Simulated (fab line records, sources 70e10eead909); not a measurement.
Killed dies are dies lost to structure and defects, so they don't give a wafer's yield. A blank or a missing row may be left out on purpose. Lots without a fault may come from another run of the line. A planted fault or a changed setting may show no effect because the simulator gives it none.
fab line records | flow nand_harc
record lots=13 wafers=39 last_day=23
route steps=1159 shown A_CONTACT@912 END@1159
lots that met no fault: from a run of the same line without faults
start_h: hours from the record's first day to the start of the lot's first wafer shown | wait_h: hours since the lot's step before | " the same as in the row above | L1.1+2: a row that stands for several wafers | - no value, or no start given | * or withheld: withheld | < > ~ a bound
route shown NAME@n: a module of which the file shows steps, and the number in the route of the first | usual: mean/standard deviation of fault-free wafers | same: alike in all rows | chamber/n: place in a boat | sites: the reading at each site | _std_site: their standard deviation | _edge_site: outer sites' mean less inner sites' | radius_mm: how far each site lies from the wafer's centre | mask NAME#n: copy n | behind: the tool/chamber that last shaped the wafer | hold: why the lot was held/for how many hours/how that ended | device: the transistor (n, p or np) that didn't switch | end of line: the same wafers' tests at the end of the route | a step without rows: its recipe alone | killed: dies lost to structure and defects at the first sort, not the wafer's yield | map: a wafer's dies, x killed, . not, _ none there
set.NAME: the setting as run; set.NAME@STEP: as run at that earlier step | model.NAME: the simulator's own value behind a step, which no gauge read
steps of the route over a sample of lots; a table a step, a row a wafer
services: from which hour (start_h, from the record's first day; less than 0 if before it) a tool's chamber was out of use, for how many hours, and why
## steps
# step NHARC_A_CONTACT_ETCH_132
# recipe source_w=withheld pressure_mtorr=20 bias_v=1200 time_s=156 target_depth_a=9580 ar_flow_sccm=withheld c4f8_flow_sccm=withheld o2_flow_sccm=withheld chemistry=C4F8/O2/Ar
# usual run_length_s=156/0
# columns lot.wafer tool chamber start_h wait_h rf_hours_counter_h run_length_s
L422.2 har_cap_etch-03 1 388.25 0.1 84 156
L422.3 " 1 " " - 156
L422.5 " 0 " " - 156
L421.1 har_cap_etch-02 0 391.02 0.1 12 156
L421.4 " 1 " " - 156
L421.5 " 1 " " - 156
L423.1 har_cap_etch-02 1 406.93 0.1 15 156
L423.2 " 0 " " 15 156
L423.3 " 0 " " - 156
L424.1 har_cap_etch-03 0 412.94 0.1 87 156
L424.5 " 0 " " - 156
L424.6 " 1 " " - 156
L428.1 har_cap_etch-02 1 426.76 0.1 18 156
L428.4 " 1 " " - 156
L428.6 " 1 " " - 156
L426.4 har_cap_etch-01 0 432.88 0.1 - 156
L426.3 " 1 " " - 156
L426.6 " 1 " " - 156
L429.1 har_cap_etch-02 1 435.82 0.1 21 156
L429.3 " 1 " " - 156
L429.6 " 1 " " - 156
L430.2 har_cap_etch-03 1 439.45 0.2 93 156
L430.3 " 1 " " - 156
L430.4 " 0 " " - 156
L432.3 har_cap_etch-01 0 453.67 0.1 - 156
L432.4 " 1 " " - 156
L432.5 " 0 " " - 156
L431.3 har_cap_etch-02 0 458.95 0.1 - 156
L431.6 " 1 " " - 156
L431.5 " 0 " " - 156
L436.4 har_cap_etch-02 1 469.16 0.1 - 156
L436.3 " 0 " " - 156
L436.5 " 0 " " - 156
L440.1 har_cap_etch-01 0 491.78 0.1 81 156
L440.4 " 0 " " - 156
L440.6 " 1 " " - 156
L442.1 har_cap_etch-03 0 496.73 0.1 104 156
L442.2 " 1 " " 104 156
L442.4 " 1 " " - 156
# step NHARC_A_CONTACT_ETCH_106
# recipe target_depth_a=600 overetch_a=60 time_s=33 ion_energy_ev=100 cf4_flow_sccm=80 o2_flow_sccm=20 ar_flow_sccm=0 rf_w=300 bias_w=100 chemistry=CF4/O2
# usual drypump_motor_current_A=5.7/0.53 oes_product_au=1.002/0.0095 rf_vpp_V=197.4/1.5 run_length_s=54.2/0.39 showerhead_plenum_p_Torr=1.31/0.068 throttle_valve_pct=13.397/0.0096
# columns lot.wafer tool chamber start_h wait_h drypump_motor_current_A oes_product_au rf_hours_counter_h rf_vpp_V run_length_s showerhead_plenum_p_Torr throttle_valve_pct
L422.3 rie_diel-04 0 389.75 0.1 5.8 0.988 37 196.6 53.9 1.24 13.392
L422.2 " 2 " " 6.3 1.002 34 199.3 54.3 1.44 13.397
L422.5 " 2 " " 6.3 1.012 - 200.3 54.1 1.44 13.407
L421.1 rie_diel-13 3 392.23 0.1 5.4 0.989 40 199.9 53.9 1.42 13.396
L421.4 " 0 " " 5.3 1.003 41 195.4 54.8 1.26 13.396
L421.5 " 3 " " 5.4 0.983 - 199.7 54.4 1.42 13.421
L423.1 rie_diel-04 2 408.21 0.1 6.3 1.007 42 198.6 54.2 1.44 13.410
L423.3 " 3 " " 6.1 1.002 35 196.7 54.1 1.27 13.397
L423.2 " 1 " " 6.6 1.026 46 197.5 54.5 1.33 13.390
L424.1 rie_diel-01 3 414.16 0.1 5.8 1.002 14 195.2 54.3 1.25 13.413
L424.5 " 3 " " 5.9 0.990 - 196.6 54.3 1.25 13.410
L424.6 " 0 " " 4.8 0.986 - 199.0 53.5 1.39 13.408
L428.1 rie_diel-04 3 427.99 0.1 6.1 1.007 44 197.3 54.1 1.26 13.385
L428.4 " 0 " " 5.8 1.005 50 196.4 54.2 1.24 13.391
L428.6 " 2 " " 6.3 0.992 - 200.0 54.2 1.43 13.396
L426.3 rie_diel-04 2 434.13 0.1 6.3 0.999 53 199.8 54.7 1.43 13.404
L426.4 " 0 " " 5.8 1.003 51 197.0 54.1 1.24 13.401
L426.6 " 2 " " 6.3 1.006 - 199.5 54.5 1.43 13.399
L429.3 rie_diel-01 1 437.04 0.1 5.1 0.988 20 198.1 53.9 1.28 13.387
L429.1 " 3 " " 5.9 1.001 21 196.6 54.1 1.25 13.396
L429.6 " 0 " " 4.8 1.000 - 199.1 53.9 1.39 13.388
L430.3 rie_diel-01 0 440.83 0.1 4.9 0.993 19 199.3 53.8 1.39 13.408
L430.4 " 2 " " 5.3 1.011 22 196.0 54.5 1.26 13.413
L430.2 " 3 " " 5.8 1.000 22 196.2 54.0 1.25 13.399
L432.4 rie_diel-01 1 454.85 0.0 5.1 0.990 24 197.3 53.7 1.28 13.396
L432.3 " 0 " " 4.8 1.007 23 199.1 53.9 1.39 13.396
L432.5 " 1 " " 5.1 0.997 - 196.2 53.8 1.28 13.393
L431.3 rie_diel-01 2 460.40 0.1 5.3 0.997 27 197.7 54.4 1.25 13.401
L431.6 " 2 " " 5.3 0.990 - 195.1 54.7 1.25 13.393
L431.5 " 3 " " 5.8 1.011 - 196.6 54.7 1.25 13.397
L436.4 rie_diel-13 2 470.93 0.2 5.8 1.003 2 196.0 53.5 1.29 13.401
L436.3 " 3 " " 5.4 0.988 2 199.9 54.2 1.42 13.400
L436.5 " 0 " " 5.2 0.999 - 196.4 54.4 1.25 13.389
L440.1 rie_diel-13 3 493.00 0.1 5.4 0.993 9 199.9 54.6 1.42 13.385
L440.4 " 1 " " 6.3 0.994 9 196.0 51.3 1.30 13.387
L440.6 " 2 " " 5.8 0.993 - 196.8 53.6 1.29 13.401
L442.4 rie_diel-04 0 498.20 0.1 5.8 0.990 7 200.2 54.1 1.44 13.405
L442.2 " 2 " " 6.3 0.996 8 200.0 54.1 1.43 13.399
L442.1 " 3 " " 6.2 1.007 8 196.4 54.8 1.26 13.381
# step NHARC_A_CONTACT_DEP_84
# recipe target_thk_a=20000 temp_c=400 material=aC
# usual throttle_valve_pct=35.002/0.0092
# columns lot.wafer tool chamber start_h wait_h throttle_valve_pct
L422.2 acl_dep-01 0 390.67 - 35.013
L422.3 " 0 " " 35.004
L422.5 " 0 " " 34.995
L421.1 acl_dep-01 0 392.88 - 34.989
L421.4 " 0 " " 35.003
L421.5 " 0 " " 35.000
L423.1 acl_dep-02 0 411.43 - 34.997
L423.2 " 0 " " 35.000
L423.3 " 0 " " 35.019
L424.1 acl_dep-02 0 418.57 - 35.013
L424.5 " 0 " " 35.000
L424.6 " 0 " " 34.998
L428.1 acl_dep-01 0 429.56 - 34.999
L428.4 " 0 " " 34.996
L428.6 " 0 " " 35.005
L426.3 acl_dep-01 0 436.11 - 35.001
L426.4 " 0 " " 34.986
L426.6 " 0 " " 35.012
L429.1 acl_dep-02 0 439.80 - 35.005
L429.3 " 0 " " 35.006
L429.6 " 0 " " 35.003
L430.2 acl_dep-02 0 441.68 - 34.999
L430.3 " 0 " " 34.998
L430.4 " 0 " " 35.019
L432.3 acl_dep-03 0 457.73 - 34.998
L432.4 " 0 " " 35.007
L432.5 " 0 " " 35.004
L431.3 acl_dep-01 0 463.32 - 34.991
L431.5 " 0 " " 34.997
L431.6 " 0 " " 35.002
L436.3 acl_dep-01 0 472.87 - 35.008
L436.4 " 0 " " 35.008
L436.5 " 0 " " 34.989
L440.1 acl_dep-02 0 494.26 - 35.008
L440.4 " 0 " " 34.971
L440.6 " 0 " " 35.001
L442.1 acl_dep-02 0 499.27 - 35.008
L442.2 " 0 " " 35.001
L442.4 " 0 " " 34.999
# step NHARC_A_CONTACT_DEP_85
# recipe target_thk_a=500 target_thk_nm=50 temp_c=400 pressure_torr=3.5 flow_sccm=200 rf_w=350 material=SiON
# usual heater_power_w=725/100
# columns lot.wafer tool chamber start_h wait_h heater_power_w
L422.2 pecvd-01 2 391.73 0.9 599
L422.3 " 1 " " 770
L422.5 " 2 " " 598
L421.1 pecvd-01 0 394.18 1.1 744
L421.5 " 2 " " 521
L421.4 " 0 " " 731
L423.2 pecvd-03 1 412.67 0.8 713
L423.3 " 2 " " 889
L423.1 " 0 " " 956
L424.1 pecvd-03 2 419.87 1.1 815
L424.6 " 1 " " 788
L424.5 " 2 " " 835
L428.1 pecvd-02 0 430.87 1.1 670
L428.6 " 2 " " 626
L428.4 " 0 " " 681
L426.3 pecvd-03 1 437.02 0.7 729
L426.6 " 0 " " 879
L426.4 " 1 " " 741
L429.3 pecvd-02 1 441.08 0.7 802
L429.1 " 0 " " 678
L429.6 " 1 " " 777
L430.2 pecvd-03 0 442.73 0.8 1006
L430.3 " 2 " " 840
L430.4 " 1 " " 780
L432.3 pecvd-02 0 458.60 0.7 572
L432.5 " 0 " " 574
L432.4 " 1 " " 745
L431.3 pecvd-02 0 464.25 0.7 615
L431.5 " 1 " " 828
L431.6 " 2 " " 604
L436.3 pecvd-02 1 473.76 0.7 828
L436.4 " 0 " " 721
L436.5 " 1 " " 840
L440.1 pecvd-02 1 495.59 1.1 805
L440.4 " 2 " " 570
L440.6 " 1 " " 798
L442.1 pecvd-03 0 500.56 1.1 918
L442.2 " 1 " " 757
L442.4 " 2 " " 791
# step NHARC_END_SORT_01
# recipe temp_c=25
# usual killed_at_array=25/9.2 killed_at_other=0.8/1.2 killed_at_periphery=3.9/2.6 killed_dies=30/9.7 killed_open=3.4/1.9 killed_short=2.0/1.4
# same gross_dies=677
# columns lot.wafer tool chamber start_h wait_h killed_at_array killed_at_other killed_at_periphery killed_dies killed_open killed_short
L432.3 prober-01 0 516.79 3.1 24 0 3 27 5 1
L432.4 prober-01 0 517.59 3.4 24 0 6 30 2 2
L432.5 prober-01 0 518.40 3.7 21 1 7 29 3 3
L431.3 prober-02 0 519.11 3.1 35 2 1 38 4 2
L431.5 prober-02 0 520.73 3.7 33 2 2 37 4 5
L431.6 prober-02 0 521.54 4.1 34 1 2 37 2 1
L440.1 prober-02 0 551.72 2.5 32 0 5 37 3 1
L440.4 prober-02 0 554.09 3.4 241 1 5 247 3 4
L440.6 prober-02 0 555.68 4.0 33 0 6 39 4 2
# killed by level:class
L432.3 A_SLIT:chamber_film_flake=14 A_CONTACT:geometric_particle:open=3 A_CONTACT:chamber_film_flake=3 P_M0:geometric_particle:open=2 A_CHANNEL_HOLE_D1:chamber_film_flake=2 A_M1:geometric_particle:short=1 P_GATE:chamber_film_flake=1 A_WL_FILL:chamber_film_flake=1
L432.4 A_SLIT:chamber_film_flake=11 A_CHANNEL_HOLE_D1:chamber_film_flake=4 A_CONTACT:chamber_film_flake=4 A_STAIRCASE:chamber_film_flake=3 P_ZERO_WELL:chamber_film_flake=2 P_GATE:chamber_film_flake=2 P_STI:geometric_particle:short=1 P_CONTACT:geometric_particle:open=1
L432.5 A_CONTACT:chamber_film_flake=7 A_CHANNEL_HOLE_D1:chamber_film_flake=5 A_SLIT:chamber_film_flake=5 P_ZERO_WELL:chamber_film_flake=2 P_GATE:chamber_film_flake=2 A_STAIRCASE:chamber_film_flake=2 P_GATE:geometric_particle:open=1 P_CONTACT:geometric_particle:open=1
L431.3 A_CHANNEL_HOLE_D1:chamber_film_flake=17 A_SLIT:chamber_film_flake=9 A_CONTACT:chamber_film_flake=3 A_M0:geometric_particle:open=2 HYBRID_BOND:chamber_film_flake=2 P_CONTACT:geometric_particle:short=1 A_CHANNEL_HOLE_D1:geometric_particle:open=1 A_SGD_CUT:geometric_particle:short=1
L431.5 A_SLIT:chamber_film_flake=12 A_CHANNEL_HOLE_D1:chamber_film_flake=8 A_CONTACT:geometric_particle:open=3 A_CONTACT:chamber_film_flake=3 A_CHANNEL_FILL_D1:geometric_particle:short=2 HYBRID_BOND:chamber_film_flake=2 P_STI:geometric_particle:short=1 A_ONON_D1:geometric_particle:open=1
L431.6 A_CHANNEL_HOLE_D1:chamber_film_flake=17 A_SLIT:chamber_film_flake=11 A_ONON_D1:geometric_particle:open=1 A_CONTACT:geometric_particle:open=1 A_CONTACT:geometric_particle:short=1 P_ZERO_WELL:chamber_film_flake=1 P_GATE:chamber_film_flake=1 A_STAIRCASE:chamber_film_flake=1
L440.1 A_CHANNEL_HOLE_D1:chamber_film_flake=13 A_SLIT:chamber_film_flake=9 A_CONTACT:chamber_film_flake=6 P_M0:chamber_film_flake=3 P_GATE:geometric_particle:open=1 A_CHANNEL_FILL_D1:geometric_particle:open=1 A_CONTACT:geometric_particle:open=1 A_CONTACT:geometric_particle:short=1
L440.4 A_CONTACT:area_etch=208 A_SLIT:chamber_film_flake=11 A_CHANNEL_HOLE_D1:chamber_film_flake=10 A_CHANNEL_FILL_D1:chamber_film_flake=3 A_CONTACT:chamber_film_flake=3 P_M0:chamber_film_flake=2 P_CONTACT:geometric_particle:short=1 P_CONTACT:geometric_particle:open=1
L440.6 A_CHANNEL_HOLE_D1:chamber_film_flake=15 A_SLIT:chamber_film_flake=10 A_CONTACT:geometric_particle:open=2 P_ZERO_WELL:chamber_film_flake=2 P_M0:chamber_film_flake=2 A_CONTACT:chamber_film_flake=2 P_CONTACT:geometric_particle:open=1 P_M0:geometric_particle:open=1
## services
# columns tool chamber start_h hours kind
rie_diel-04 3 365.31 26.3 repair
rie_diel-04 0 372.51 - clean
rie_diel-04 1 372.51 - clean
rie_diel-04 2 372.51 - clean
rie_diel-01 0 372.87 - clean
rie_diel-01 1 372.87 - clean
rie_diel-01 2 372.87 - clean
rie_diel-01 3 372.87 - clean
rie_diel-01 0 391.93 6.4 repair
rie_diel-01 1 397.39 - clean
acl_dep-03 - 406.05 13.0 pm
rie_diel-04 0 406.09 10.4 repair
rie_diel-13 2 415.09 6.4 repair
pecvd-01 - 418.21 13.0 pm
rie_diel-01 0 422.42 2.4 repair
rie_diel-13 - 453.00 9.0 pm
pecvd-01 - 461.50 2.8 repair
rie_diel-04 - 467.04 9.0 pm
pecvd-03 - 473.10 13.0 pm
acl_dep-01 - 475.59 13.0 pm
pecvd-02 - 478.08 2.4 repair
har_cap_etch-01 - 479.00 0.8 repair
rie_diel-01 - 491.81 9.0 pm
rie_diel-13 2 494.78 4.1 repair
## key
first_sign step=NHARC_A_CONTACT_ETCH_106 reading=run_length_s direction=down sigmas=7.4 usual=* struck=*
effect step=NHARC_END_SORT_01 reading=killed_at_array direction=up sigmas=23 usual=25 struck=241
more_kills_born_at NHARC_A_CONTACT_ETCH_106@rie_diel-13=208
met_at NHARC_A_CONTACT_ETCH_106
struck_lots L440
struck_wafers L440.4
tester_left_out L440
not_acting_at NHARC_A_CONTACT_ETCH_132,NHARC_A_CONTACT_DEP_84,NHARC_A_CONTACT_DEP_85
fault kind=process_parameter_drift tool=rie_diel-13 chamber=1 onset_h=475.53 steps=NHARC_A_CONTACT_ETCH_106 channel=time_s offset=* shape=step end_h=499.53 acts_in=* stated=*
# tester_left_out: of these lots the tester's yield and bins aren't shown, on N5 and GAA mostly nor the transistor test; their killed dies are dies lost to structure and defects alone, not to doping, threshold or leakage, so they don't give the yield
